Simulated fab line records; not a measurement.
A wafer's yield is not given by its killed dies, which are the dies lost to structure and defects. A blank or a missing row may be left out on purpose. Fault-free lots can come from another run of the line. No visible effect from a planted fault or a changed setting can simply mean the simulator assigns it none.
Which tool did it?	flow nandHarc	13 lots (39 wafers sampled), 1 step of a 1159-step route

== WHAT EACH GAUGE READ, for each wafer ==
NHARC_A_SGD_CUT_THK_MEAS_22: measures by ellipsometry. Usual: thkNm reads 148.5 nm (standard deviation 1.9).
lot	measured	on	thkNm (nm)	flag
L343	day 13 13:49	filmMetro-02	147.7 146.8 146.1	
L346	day 14 17:26	filmMetro-01	145.5 148.3 151.7	
L344	day 14 17:27	filmMetro-02	144.9 145.9 147.6	
L349	day 14 23:29	filmMetro-02	148.9 150.8 145.1	
L348	day 14 23:30	filmMetro-02	151.5 148.5 146.3	
L347	day 14 23:30	filmMetro-01	146.1 150.8 146.5	
L351	day 16 02:28	filmMetro-02	149.9 151.4 150.6	
L350	day 16 02:29	filmMetro-01	147.5 149.5 146.3	
L352	day 16 16:07	filmMetro-01	147.7 148.4 145.3	
L355	day 17 19:28	filmMetro-02	148.1 147.4 146.8	
L356	day 17 19:29	filmMetro-01	149.3 148.2 150.2	
L359	day 18 23:54	filmMetro-02	148.0 149.7 146.7	
L364	day 19 03:50	filmMetro-01	150.4 149.1 148.8	

== EACH LOT AND THE TOOL THAT RAN IT (in order: tool; ch and the chambers of the sampled wafers; start) ==
Record: no process step prior to these readings.

== WHAT THE TOOLS THEMSELVES READ (means of the sampled wafers that have a number; where no wafer has one, the mark that the record gives instead) ==
The record holds no such reading with a usual standard deviation.

== THE ANSWER, worked out from the rows above alone ==
Rule: a lot counts as off when the mean over its wafers that have a number is more than 3 standard deviations away from the usual mean. A lot without any number at a reading at which 4 lots or more have one is off too. All remaining lots with rows at the step are treated as sound. Order of review: gauges by route order, followed by the tools' own readings, for which a lot's mean as printed above is used. The first step at which some lot is off is used, and at that step the reading that is off furthest; a lot without a number counts as furthest.
Nothing can be told from this: no lot is off at any reading shown.

== WHAT THE SIMULATOR HAD INSERTED ==
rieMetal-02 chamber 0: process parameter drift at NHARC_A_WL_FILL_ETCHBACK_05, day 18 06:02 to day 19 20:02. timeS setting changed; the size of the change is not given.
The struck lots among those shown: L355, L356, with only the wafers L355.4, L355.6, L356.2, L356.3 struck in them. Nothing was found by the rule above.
